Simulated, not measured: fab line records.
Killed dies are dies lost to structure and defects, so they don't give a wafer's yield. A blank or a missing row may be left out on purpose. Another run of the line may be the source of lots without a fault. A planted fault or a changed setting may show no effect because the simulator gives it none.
fab line records -- flow n5-finfet -- part 1 of 2: steps 1 to 21 of 30
record: lots: 5, wafers: 15, last-day: 16
route steps=1938 shown BEOL_M11@1575 BEOL_M12@1602
lots untouched by any fault: they come from a run of this same line in which no faults occurred
start-h: the number of hours between the record's first day and the start of the first shown wafer of the lot -- wait-h: hours elapsed since this lot's preceding step -- " identical to the entry in the row above -- L1.1+2: a row that stands for several wafers -- - no value present, or no start provided -- * or withheld: withheld -- < > ~ a bound
route shown NAME@n: a module of which the file shows steps, and the number in the route of the first -- usual: mean/standard deviation of fault-free wafers -- same: alike in all rows -- chamber/n: place in a boat -- sites: each site's reading -- _std_site: the standard deviation of these -- _edge_site: mean of outer sites minus mean of inner sites -- radius-mm: how far each site lies from the wafer's centre -- mask NAME#n: copy n -- behind: the last tool/chamber to shape the wafer -- hold: why the lot went on hold/how many hours it stayed there/how the hold came to an end -- device: names the non-switching transistor (n, p or np) -- end of line: the route-end tests of the same wafers -- a step without rows: its recipe alone -- killed: the dies lost at the first sort to structure and to defects; this is not the yield of the wafer -- map: a wafer's dies, marking killed ones x, the rest . and places with no die _
set.NAME: the run value of the setting; set.NAME@STEP: its run value at that earlier step -- model.NAME: the simulator's own value behind a step, which no gauge read
a table for each step, a row for each wafer; lots at some steps of the route
services: the hour from which a tool's chamber was out of use, counted from the record's first day as start-h (under 0 if before that day), plus the number of hours and why
== steps ==
step: N5_BEOL_M11_VIA_ETCH_34
recipe: chemistry: C4F6/O2, target: SiCOH_lowk, target-depth-a: 1845, mask-material: SOC, taper-deg: 4, time-s: 69.2, ion-energy-ev: 250, pressure-mtorr: 30, source-w: 345, bias-w: 185, Ar_flow_sccm: 300, C4F6_flow_sccm: 10, O2_flow_sccm: 10
usual: drypump-motor-current-A: 5.9/0.35, oes_f_703_au: 0.76/0.074, oes-product-au: 0.75/0.072, rf-vpp-V: 660/13, showerhead-plenum-p-Torr: 2.81/0.087, throttle-valve-pct: 20.99/0.18
lot.wafer,tool,chamber,start-h,wait-h,drypump-motor-current-A,oes_f_703_au,oes-product-au,rf-hours-counter-h,rf-vpp-V,showerhead-plenum-p-Torr,throttle-valve-pct
L076.3,rie-diel-06,1,227.04,0.0,6.5,0.78,0.76,177,659,2.83,21.04
L076.4,rie-diel-06,2,227.04,0.0,5.7,0.75,0.74,183,662,2.75,21.13
L076.5,rie-diel-06,2,227.04,0.0,5.7,0.76,0.74,-,661,2.75,21.13
L078.1,rie-diel-02,2,239.25,0.0,5.8,0.73,0.71,196,649,2.70,20.81
L078.2,rie-diel-02,1,239.25,0.0,5.5,0.79,0.78,116,653,2.99,21.14
L078.6,rie-diel-02,3,239.25,0.0,6.3,0.74,0.74,-,656,2.85,20.92
L087.4,rie-diel-06,3,299.87,0.0,5.9,0.69,0.71,201,689,2.72,21.09
L087.5,rie-diel-06,3,299.87,0.0,5.9,0.70,0.70,-,688,2.72,21.07
L087.6,rie-diel-06,0,299.87,0.0,5.7,0.72,0.68,-,645,2.69,21.11
L091.1,rie-diel-02,1,320.09,0.0,5.5,0.77,0.77,140,654,2.98,21.19
L091.3,rie-diel-02,2,320.09,0.0,5.9,0.71,0.70,221,648,2.69,20.87
L091.6,rie-diel-02,0,320.09,0.0,5.5,0.87,0.87,-,662,2.90,20.99
L093.2,rie-diel-06,0,331.54,0.0,5.7,0.71,0.67,239,645,2.68,21.12
L093.3,rie-diel-06,2,331.54,0.0,5.6,0.74,0.71,216,661,2.74,21.19
L093.4,rie-diel-06,1,331.54,0.0,6.5,0.75,0.73,209,659,2.82,21.09
step: N5_BEOL_M11_STRIP_73
recipe: chemistry: C4F6/O2, resist: SiARC, rf-frequency-hz: 6e+07
lot.wafer,tool,chamber,start-h,wait-h
L076.3+4+5,rie-diel-06,"1,2,2",227.09,0.0
L078.1+2+6,rie-diel-02,"2,1,3",239.31,0.0
L087.4+5+6,rie-diel-06,"3,3,0",299.92,0.0
L091.1+3+6,rie-diel-02,"1,2,0",320.14,0.0
L093.2+3+4,rie-diel-06,"0,2,1",331.59,0.0
step: N5_BEOL_M11_STRIP_36
recipe: chemistry: N2/H2, power-w: 450, temp-c: 40, pressure-mtorr: 20, rf-frequency-hz: 6e+07, overash-fraction: 0.3, bias-power-w: 7, h2-frac: 0.5, n2-flow-sccm: 200, h2-flow-sccm: 200
usual: drypump-motor-current-A: 5.9/0.35, n2-flow-sccm: 200.0/0.62, oes-product-au: 0.74/0.071, rf-vpp-V: 59.2/1.7, showerhead-plenum-p-Torr: 2.51/0.087, throttle-valve-pct: 23.76/0.22
lot.wafer,tool,chamber,start-h,wait-h,drypump-motor-current-A,n2-flow-sccm,oes-product-au,rf-hours-counter-h,rf-vpp-V,showerhead-plenum-p-Torr,throttle-valve-pct
L076.3,rie-diel-06,1,227.10,0.0,6.6,199.5,0.75,177,57.1,2.53,23.95
L076.4,rie-diel-06,2,227.10,0.0,5.6,198.7,0.72,183,59.3,2.42,23.53
L076.5,rie-diel-06,2,227.10,0.0,5.7,199.8,0.73,-,60.0,2.42,23.52
L078.1,rie-diel-02,2,239.32,0.0,5.9,200.7,0.71,196,59.7,2.40,23.47
L078.2,rie-diel-02,1,239.32,0.0,5.5,200.3,0.80,116,56.7,2.66,23.86
L078.6,rie-diel-02,3,239.32,0.0,6.3,200.5,0.74,-,58.5,2.54,23.70
L087.4,rie-diel-06,3,299.93,0.0,5.9,200.2,0.70,201,60.2,2.43,24.06
L087.5,rie-diel-06,3,299.93,0.0,6.0,200.2,0.70,-,59.4,2.43,24.07
L087.6,rie-diel-06,0,299.93,0.0,5.8,200.0,0.69,-,60.4,2.39,23.97
L091.1,rie-diel-02,1,320.15,0.0,5.5,198.8,0.77,140,59.2,2.65,23.88
L091.3,rie-diel-02,2,320.15,0.0,5.9,199.5,0.69,221,60.8,2.39,23.56
L091.6,rie-diel-02,0,320.15,0.0,5.5,200.8,0.84,-,59.3,2.60,23.88
L093.2,rie-diel-06,0,331.60,0.0,5.7,199.2,0.67,239,57.5,2.38,23.94
L093.3,rie-diel-06,2,331.60,0.0,5.6,200.2,0.72,216,56.4,2.41,23.54
L093.4,rie-diel-06,1,331.60,0.0,6.5,199.8,0.72,209,61.7,2.52,23.96
step: N5_BEOL_M11_TRENCH_ETCH_37
recipe: chemistry: C4F6/O2, target-depth-a: 1488.3, target: SiCOH_lowk, time-s: 48, ion-energy-ev: 250, pressure-mtorr: 30, source-w: 345, bias-w: 185, Ar_flow_sccm: 300, C4F6_flow_sccm: 10, O2_flow_sccm: 10
usual: drypump-motor-current-A: 5.9/0.35, oes_f_703_au: 0.76/0.073, oes-product-au: 0.75/0.073, rf-vpp-V: 660/13, showerhead-plenum-p-Torr: 2.81/0.087, throttle-valve-pct: 21.02/0.18
lot.wafer,tool,chamber,start-h,wait-h,drypump-motor-current-A,oes_f_703_au,oes-product-au,rf-hours-counter-h,rf-vpp-V,showerhead-plenum-p-Torr,throttle-valve-pct
L076.3,rie-diel-06,1,-,-,6.5,0.78,0.76,177,659,2.83,21.07
L076.4,rie-diel-06,2,-,-,5.7,0.76,0.74,183,663,2.75,21.17
L076.5,rie-diel-06,2,-,-,5.7,0.76,0.74,-,661,2.75,21.16
L078.1,rie-diel-02,2,-,-,5.8,0.73,0.71,196,649,2.70,20.85
L078.2,rie-diel-02,1,-,-,5.5,0.79,0.79,116,655,2.99,21.17
L078.6,rie-diel-02,3,-,-,6.3,0.74,0.74,-,656,2.85,20.93
L087.4,rie-diel-06,3,-,-,5.9,0.70,0.71,201,689,2.72,21.11
L087.5,rie-diel-06,3,-,-,5.9,0.70,0.71,-,687,2.72,21.09
L087.6,rie-diel-06,0,-,-,5.7,0.72,0.69,-,644,2.69,21.13
L091.1,rie-diel-02,1,-,-,5.5,0.78,0.77,140,654,2.98,21.21
L091.3,rie-diel-02,2,-,-,5.8,0.71,0.70,221,646,2.69,20.89
L091.6,rie-diel-02,0,-,-,5.5,0.87,0.86,-,661,2.90,21.01
L093.2,rie-diel-06,0,-,-,5.7,0.71,0.68,240,643,2.68,21.16
L093.3,rie-diel-06,2,-,-,5.7,0.74,0.71,216,662,2.74,21.22
L093.4,rie-diel-06,1,-,-,6.5,0.76,0.72,209,660,2.81,21.12
step: N5_BEOL_M11_ETCH_41
recipe: chemistry: CH3F/O2, target: SiCN, target-depth-a: 426, taper-deg: 2, time-s: 86, ion-energy-ev: 120, mask-material: TiN, pressure-mtorr: 30, source-w: 395, bias-w: 75, Ar_flow_sccm: 150, CH3F_flow_sccm: 30, O2_flow_sccm: 20
usual: CH3F_flow_sccm: 30.01/0.082, drypump-motor-current-A: 5.9/0.34, oes-product-au: 0.75/0.073, rf-vpp-V: 296.8/1.5, showerhead-plenum-p-Torr: 1.97/0.064, throttle-valve-pct: 16.43/0.17
lot.wafer,tool,chamber,start-h,wait-h,CH3F_flow_sccm,drypump-motor-current-A,oes-product-au,rf-hours-counter-h,rf-vpp-V,showerhead-plenum-p-Torr,throttle-valve-pct
L076.3,rie-diel-06,1,-,-,29.94,6.5,0.76,177,296.5,1.99,16.49
L076.4,rie-diel-06,2,-,-,30.11,5.6,0.75,183,296.1,1.93,16.54
L076.5,rie-diel-06,2,-,-,29.98,5.7,0.75,-,294.5,1.93,16.54
L078.1,rie-diel-02,2,-,-,29.99,5.8,0.72,196,295.7,1.90,16.31
L078.2,rie-diel-02,1,-,-,29.88,5.5,0.79,116,297.8,2.10,16.51
L078.6,rie-diel-02,3,-,-,30.16,6.3,0.74,-,297.2,2.01,16.36
L087.4,rie-diel-06,3,-,-,29.96,5.9,0.71,201,294.0,1.90,16.50
L087.5,rie-diel-06,3,-,-,29.86,5.9,0.71,-,294.8,1.90,16.49
L087.6,rie-diel-06,0,-,-,30.08,5.7,0.68,-,294.4,1.89,16.56
L091.1,rie-diel-02,1,-,-,29.95,5.5,0.76,140,299.0,2.09,16.55
L091.3,rie-diel-02,2,-,-,29.89,5.8,0.69,221,293.9,1.89,16.36
L091.6,rie-diel-02,0,-,-,29.97,5.5,0.86,-,299.5,2.04,16.34
L093.2,rie-diel-06,0,-,-,30.03,5.7,0.68,240,295.6,1.88,16.59
L093.3,rie-diel-06,2,-,-,29.89,5.6,0.73,216,295.8,1.92,16.58
L093.4,rie-diel-06,1,-,-,30.10,6.5,0.73,209,297.8,1.98,16.55
step: N5_BEOL_M11_STRIP_77
recipe: chemistry: N2/H2, time-s: 10, power-w: 450, temp-c: 40, pressure-mtorr: 20, rf-frequency-hz: 6e+07, bias-power-w: 7, n2-flow-sccm: 200, h2-flow-sccm: 200
usual: drypump-motor-current-A: 5.9/0.35, n2-flow-sccm: 200.0/0.61, oes-product-au: 0.74/0.071, rf-vpp-V: 59.1/0.87, showerhead-plenum-p-Torr: 2.51/0.087, throttle-valve-pct: 23.76/0.22
lot.wafer,tool,chamber,start-h,wait-h,drypump-motor-current-A,n2-flow-sccm,oes-product-au,rf-hours-counter-h,rf-vpp-V,showerhead-plenum-p-Torr,throttle-valve-pct
L076.3,rie-diel-06,1,-,-,6.6,200.1,0.75,177,60.0,2.53,23.92
L076.4,rie-diel-06,2,-,-,5.7,199.9,0.74,183,59.3,2.42,23.52
L076.5,rie-diel-06,2,-,-,5.7,200.5,0.73,-,57.4,2.42,23.52
L078.1,rie-diel-02,2,-,-,5.8,199.5,0.71,196,59.3,2.40,23.49
L078.2,rie-diel-02,1,-,-,5.5,199.7,0.78,116,59.7,2.66,23.87
L078.6,rie-diel-02,3,-,-,6.3,200.9,0.74,-,58.8,2.54,23.63
L087.4,rie-diel-06,3,-,-,6.0,200.5,0.71,201,59.2,2.43,24.03
L087.5,rie-diel-06,3,-,-,5.9,199.9,0.70,-,60.5,2.43,24.03
L087.6,rie-diel-06,0,-,-,5.7,200.2,0.68,-,59.8,2.39,23.96
L091.1,rie-diel-02,1,-,-,5.5,199.8,0.76,140,60.4,2.65,23.90
L091.3,rie-diel-02,2,-,-,5.9,200.7,0.69,221,59.2,2.39,23.53
L091.6,rie-diel-02,0,-,-,5.6,199.9,0.85,-,60.4,2.60,23.89
L093.2,rie-diel-06,0,-,-,5.7,200.1,0.68,240,59.9,2.39,23.97
L093.3,rie-diel-06,2,-,-,5.7,200.0,0.71,216,58.8,2.41,23.56
L093.4,rie-diel-06,1,-,-,6.5,199.2,0.72,209,58.4,2.52,23.98
step: N5_BEOL_M11_OCD_MEAS_38
usual: trench-depth-nm: 147.8/2.1
lot.wafer,tool,chamber,start-h,wait-h,trench-depth-nm
L076.3,ocd-02,-,227.33,-,147.1
L076.4,ocd-02,-,227.33,-,149.2
L076.5,ocd-02,-,227.33,-,148.7
L078.1,ocd-01,-,239.54,-,149.9
L078.2,ocd-01,-,239.54,-,149.0
L078.6,ocd-01,-,239.54,-,150.2
L087.4,ocd-01,-,300.16,-,146.5
L087.5,ocd-01,-,300.16,-,147.6
L087.6,ocd-01,-,300.16,-,146.9
L091.1,ocd-01,-,320.37,-,150.1
L091.3,ocd-01,-,320.37,-,150.0
L091.6,ocd-01,-,320.37,-,150.0
L093.2,ocd-01,-,331.82,-,144.8
L093.3,ocd-01,-,331.82,-,147.2
L093.4,ocd-01,-,331.82,-,145.9
step: N5_BEOL_M11_HM_STRIP_39
recipe: chemistry: peroxide-tin-strip, material: TiN, target-depth-a: 250, temp-c: 50, time-s: 158
lot.wafer,tool,chamber,start-h,wait-h
L076.3+4+5,wet-bench-03,"2,3,6",227.36,0.0
L078.1+2+6,wet-bench-03,"4,2,7",239.57,0.0
L087.4+5+6,wet-bench-06,"5,2,0",300.19,0.0
L091.1+3+6,wet-bench-06,"1,3,0",320.41,0.0
L093.2+3+4,wet-bench-04,"5,7,0",331.85,0.0
step: N5_BEOL_M11_SRD_40
recipe: time-s: 30, temp-c: 23, rinse-liquid: diw, dry: ipa-marangoni
usual: do-supply-ppb: 9.99/0.098
lot.wafer,tool,chamber,start-h,wait-h,do-supply-ppb
L076.3,wet-bench-03,2,227.40,0.0,9.97
L076.4,wet-bench-03,3,227.40,0.0,9.97
L076.5,wet-bench-03,6,227.40,0.0,10.07
L078.1,wet-bench-03,4,239.62,0.0,9.95
L078.2,wet-bench-03,2,239.62,0.0,10.09
L078.6,wet-bench-03,7,239.62,0.0,9.94
L087.4,wet-bench-06,5,300.23,0.0,9.86
L087.5,wet-bench-06,2,300.23,0.0,10.00
L087.6,wet-bench-06,0,300.23,0.0,9.99
L091.1,wet-bench-06,1,320.45,0.0,10.18
L091.3,wet-bench-06,3,320.45,0.0,10.08
L091.6,wet-bench-06,0,320.45,0.0,10.09
L093.2,wet-bench-04,5,331.90,0.0,9.89
L093.3,wet-bench-04,7,331.90,0.0,9.71
L093.4,wet-bench-04,0,331.90,0.0,9.88
step: N5_BEOL_M11_PRECLEAN_42
recipe: chemistry: residue-remover, time-s: 60, temp-c: 40
lot.wafer,tool,chamber,start-h,wait-h
L076.3+4+5,wet-bench-03,"2,3,6",227.42,0.0
L078.1+2+6,wet-bench-03,"4,2,7",239.63,0.0
L087.4+5+6,wet-bench-06,"5,2,0",300.25,0.0
L091.1+3+6,wet-bench-06,"1,3,0",320.47,0.0
L093.2+3+4,wet-bench-04,"5,7,0",331.92,0.0
step: N5_BEOL_M11_SRD_43
recipe: time-s: 30, temp-c: 23, rinse-liquid: diw, dry: ipa-marangoni
usual: do-supply-ppb: 10.00/0.095
lot.wafer,tool,chamber,start-h,wait-h,do-supply-ppb
L076.3,wet-bench-03,2,227.44,0.0,10.16
L076.4,wet-bench-03,3,227.44,0.0,10.04
L076.5,wet-bench-03,6,227.44,0.0,9.97
L078.1,wet-bench-03,4,239.65,0.0,10.08
L078.2,wet-bench-03,2,239.65,0.0,9.96
L078.6,wet-bench-03,7,239.65,0.0,10.07
L087.4,wet-bench-06,5,300.27,0.0,9.90
L087.5,wet-bench-06,2,300.27,0.0,9.91
L087.6,wet-bench-06,0,300.27,0.0,9.82
L091.1,wet-bench-06,1,320.49,0.0,10.07
L091.3,wet-bench-06,3,320.49,0.0,9.95
L091.6,wet-bench-06,0,320.49,0.0,10.04
L093.2,wet-bench-04,5,331.93,0.0,10.05
L093.3,wet-bench-04,7,331.93,0.0,10.02
L093.4,wet-bench-04,0,331.93,0.0,9.80
step: N5_BEOL_M11_CD_MEAS_35
recipe: target-cd-nm: 70, polarity: opening
usual: cd-nm: 70.1/0.63
lot.wafer,tool,chamber,start-h,wait-h,cd-nm
L076.3,cd-sem-02,-,227.48,0.0,69.5
L076.4,cd-sem-02,-,227.48,0.0,69.4
L076.5,cd-sem-02,-,227.48,0.0,70.5
L078.1,cd-sem-02,-,239.69,0.0,70.0
L078.2,cd-sem-02,-,239.69,0.0,70.4
L078.6,cd-sem-02,-,239.69,0.0,69.9
L087.4,cd-sem-01,-,300.32,0.0,70.8
L087.5,cd-sem-01,-,300.32,0.0,71.4
L087.6,cd-sem-01,-,300.32,0.0,71.2
L091.1,cd-sem-03,-,320.53,0.0,69.9
L091.3,cd-sem-03,-,320.53,0.0,70.3
L091.6,cd-sem-03,-,320.53,0.0,69.0
L093.2,cd-sem-01,-,331.97,0.0,70.1
L093.3,cd-sem-01,-,331.97,0.0,69.8
L093.4,cd-sem-01,-,331.97,0.0,69.8
step: N5_BEOL_M11_CURE_72
recipe: temp-c: 370, time-s: 120, ambient: DMADMS/He, material: SiCOH_lowk
usual: lamp-power-pct: 52.31/0.054, wafer_temp_C_max: 372.0/0.65
lot.wafer,tool,chamber,start-h,wait-h,lamp-power-pct,wafer_temp_C_max
L076.3,uv-cure-02,1,227.77,0.3,52.18,372.6
L076.4,uv-cure-02,1,227.77,0.3,52.30,373.3
L076.5,uv-cure-02,1,227.77,0.3,52.38,373.6
L078.1,uv-cure-02,0,239.73,0.0,52.30,372.2
L078.2,uv-cure-02,0,239.73,0.0,52.27,371.9
L078.6,uv-cure-02,0,239.73,0.0,52.39,372.4
L087.4,uv-cure-02,0,300.55,0.2,52.28,371.6
L087.5,uv-cure-02,0,300.55,0.2,52.24,371.9
L087.6,uv-cure-02,0,300.55,0.2,52.31,371.9
L091.1,uv-cure-03,0,320.57,0.0,52.32,372.1
L091.3,uv-cure-03,0,320.57,0.0,52.34,371.7
L091.6,uv-cure-03,0,320.57,0.0,52.22,371.9
L093.2,uv-cure-03,1,332.07,0.1,52.31,372.2
L093.3,uv-cure-03,1,332.07,0.1,52.31,371.9
L093.4,uv-cure-03,1,332.07,0.1,52.36,372.2
step: N5_BEOL_M11_DEGAS_44
recipe: ambient: vacuum, temp-c: 250, time-s: 60
usual: heater-power-w: 346/29
lot.wafer,tool,chamber,start-h,wait-h,heater-power-w
L076.3,pvd-sputter-03,-,228.40,0.6,365
L076.4,pvd-sputter-03,-,228.40,0.6,310
L076.5,pvd-sputter-03,-,228.40,0.6,370
L078.1,pvd-sputter-01,-,240.35,0.6,308
L078.2,pvd-sputter-01,-,240.35,0.6,399
L078.6,pvd-sputter-01,-,240.35,0.6,403
L087.4,pvd-sputter-03,-,300.74,0.1,373
L087.5,pvd-sputter-03,-,300.74,0.1,369
L087.6,pvd-sputter-03,-,300.74,0.1,320
L091.1,pvd-sputter-01,-,320.89,0.3,407
L091.3,pvd-sputter-01,-,320.89,0.3,348
L091.6,pvd-sputter-01,-,320.89,0.3,345
L093.2,pvd-sputter-02,-,332.55,0.4,342
L093.3,pvd-sputter-02,-,332.55,0.4,352
L093.4,pvd-sputter-02,-,332.55,0.4,339
step: N5_BEOL_M11_PRE_CLEAN_45
recipe: gas: H2/He, time-s: 30, temp-c: 250
usual: heater-power-w: 345/28
lot.wafer,tool,chamber,start-h,wait-h,heater-power-w
L076.3,pvd-sputter-03,-,228.44,0.0,359
L076.4,pvd-sputter-03,-,228.44,0.0,312
L076.5,pvd-sputter-03,-,228.44,0.0,373
L078.1,pvd-sputter-01,-,240.39,0.0,302
L078.2,pvd-sputter-01,-,240.39,0.0,399
L078.6,pvd-sputter-01,-,240.39,0.0,394
L087.4,pvd-sputter-03,-,300.78,0.0,370
L087.5,pvd-sputter-03,-,300.78,0.0,367
L087.6,pvd-sputter-03,-,300.78,0.0,317
L091.1,pvd-sputter-01,-,320.93,0.0,404
L091.3,pvd-sputter-01,-,320.93,0.0,345
L091.6,pvd-sputter-01,-,320.93,0.0,351
L093.2,pvd-sputter-02,-,332.59,0.0,334
L093.3,pvd-sputter-02,-,332.59,0.0,355
L093.4,pvd-sputter-02,-,332.59,0.0,351
step: N5_BEOL_M11_ALD_74
recipe: material: TaN, target-thk-a: 20, temp-c: 275, ald-precursor-family: PDMAT, ald-co-reactant: NH3, pressure-torr: 3, carrier-flow-sccm: 1500, pulse-time-s: 2, purge-time-s: 3, co-reactant-purge-time-s: 2, co-reactant-pulse-time-s: 3, ald-cycles: 40, precursor-vessel-temp-c: 75, precursor-vessel-pressure-torr: 26.25, precursor-vessel-carrier-sccm: 1000
usual: heater-power-w: 410/52, precursor-vessel-temp-c: 74.98/0.12
lot.wafer,tool,chamber,start-h,wait-h,heater-power-w,precursor-vessel-temp-c
L076.3,ald-metal-01,2,228.50,0.0,459,75.02
L076.4,ald-metal-01,0,228.50,0.0,398,74.99
L076.5,ald-metal-01,3,228.50,0.0,383,75.07
L078.1,ald-metal-03,1,240.45,0.0,414,74.75
L078.2,ald-metal-03,0,240.45,0.0,411,75.02
L078.6,ald-metal-03,0,240.45,0.0,417,75.03
L087.4,ald-metal-03,1,301.07,0.3,417,74.93
L087.5,ald-metal-03,1,301.07,0.3,414,74.96
L087.6,ald-metal-03,2,301.07,0.3,342,75.07
L091.1,ald-metal-01,2,321.02,0.1,458,74.99
L091.3,ald-metal-01,1,321.02,0.1,392,74.96
L091.6,ald-metal-01,2,321.02,0.1,465,74.94
L093.2,ald-metal-01,3,332.69,0.1,374,74.87
L093.3,ald-metal-01,1,332.69,0.1,402,75.03
L093.4,ald-metal-01,0,332.69,0.1,400,74.68
step: N5_BEOL_M11_SURFACE_TREAT_76
recipe: gas: Ar, time-s: *, ion-energy-ev: *, ion-current-ma-cm2: 0.5, pressure-mtorr: *, ar-flow-sccm: 30
usual: throttle-valve-pct: *
lot.wafer,tool,chamber,start-h,wait-h,throttle-valve-pct
L076.3,pvd-sputter-03,-,228.80,0.2,*
L076.4,pvd-sputter-03,-,228.80,0.2,*
L076.5,pvd-sputter-03,-,228.80,0.2,*
L078.1,pvd-sputter-02,-,240.77,0.2,*
L078.2,pvd-sputter-02,-,240.77,0.2,*
L078.6,pvd-sputter-02,-,240.77,0.2,*
L087.4,pvd-sputter-02,-,302.84,1.6,*
L087.5,pvd-sputter-02,-,302.84,1.6,*
L087.6,pvd-sputter-02,-,302.84,1.6,*
L091.1,pvd-sputter-01,-,321.33,0.2,*
L091.3,pvd-sputter-01,-,321.33,0.2,*
L091.6,pvd-sputter-01,-,321.33,0.2,*
L093.2,pvd-sputter-01,-,333.05,0.2,*
L093.3,pvd-sputter-01,-,333.05,0.2,*
L093.4,pvd-sputter-01,-,333.05,0.2,*
step: N5_BEOL_M11_CVD_75
recipe: material: Co, target-thk-a: 20, temp-c: withheld, precursor: CCTBA/H2, pressure-torr: 30, time-s: 138.9
lot.wafer,tool,chamber,start-h,wait-h
L076.3+4+5,cvd-co-02,"0,1,2",229.05,0.2
L078.1+2+6,cvd-co-02,"2,0,1",240.83,0.0
L087.4+5+6,cvd-co-02,"0,2,1",303.07,0.2
L091.1+3+6,cvd-co-02,"0,2,0",321.89,0.5
L093.2+3+4,cvd-co-01,"1,0,2",333.11,0.0
step: N5_BEOL_M11_SPUTTER_48
recipe: material: Cu, target-thk-a: 120, temp-c: -20, bias-v: 60, power-w: 26000, chamber-pressure-pa: 0.13, time-s: 2
usual: throttle-valve-pct: 30.1/0.97
lot.wafer,tool,chamber,start-h,wait-h,throttle-valve-pct
L076.3,pvd-sputter-02,-,229.29,0.2,30.4
L076.4,pvd-sputter-02,-,229.29,0.2,29.1
L076.5,pvd-sputter-02,-,229.29,0.2,31.5
L078.1,pvd-sputter-03,-,240.95,0.1,32.2
L078.2,pvd-sputter-03,-,240.95,0.1,29.6
L078.6,pvd-sputter-03,-,240.95,0.1,29.3
L087.4,pvd-sputter-01,-,303.15,0.0,28.8
L087.5,pvd-sputter-01,-,303.15,0.0,28.8
L087.6,pvd-sputter-01,-,303.15,0.0,30.9
L091.1,pvd-sputter-01,-,323.37,1.4,31.0
L091.3,pvd-sputter-01,-,323.37,1.4,30.1
L091.6,pvd-sputter-01,-,323.37,1.4,29.7
L093.2,pvd-sputter-02,-,333.27,0.1,29.0
L093.3,pvd-sputter-02,-,333.27,0.1,29.1
L093.4,pvd-sputter-02,-,333.27,0.1,30.6
step: N5_BEOL_M11_ECD_50
recipe: material: Cu, target-thk-a: 3180
lot.wafer,tool,chamber,start-h,wait-h
L076.3+4+5,ecd-cu-02,"1,0,0",229.43,0.1
L078.1+2+6,ecd-cu-01,"0,1,1",241.07,0.1
L087.4+5+6,ecd-cu-02,"0,0,1",303.30,0.1
L091.1+3+6,ecd-cu-01,"1,0,1",323.49,0.1
L093.2+3+4,ecd-cu-02,"1,0,1",333.39,0.1
step: N5_BEOL_M11_ANNEAL_51
recipe: temp-c: 225, time-s: 90, ambient: N2
usual: anneal-temp-c: 225.00/0.14, wafer_temp_C_max: 225.64/0.2
lot.wafer,tool,chamber,start-h,wait-h,anneal-temp-c,wafer_temp_C_max
L076.3,rtp-anneal-02,0,229.87,0.4,224.90,225.66
L076.4,rtp-anneal-02,0,229.87,0.4,224.94,225.78
L076.5,rtp-anneal-02,0,229.87,0.4,225.05,225.30
L078.1,rtp-anneal-02,0,241.18,0.1,225.23,225.71
L078.2,rtp-anneal-02,0,241.18,0.1,225.09,225.69
L078.6,rtp-anneal-02,0,241.18,0.1,225.21,225.99
L087.4,rtp-anneal-02,0,304.06,0.7,225.10,225.78
L087.5,rtp-anneal-02,0,304.06,0.7,224.86,225.54
L087.6,rtp-anneal-02,0,304.06,0.7,225.02,225.84
L091.1,rtp-anneal-01,0,323.60,0.1,224.97,225.78
L091.3,rtp-anneal-01,0,323.60,0.1,225.46,225.79
L091.6,rtp-anneal-01,0,323.60,0.1,224.99,225.93
L093.2,rtp-anneal-02,0,334.15,0.7,225.21,225.41
L093.3,rtp-anneal-02,0,334.15,0.7,224.89,225.38
L093.4,rtp-anneal-02,0,334.15,0.7,225.06,225.65
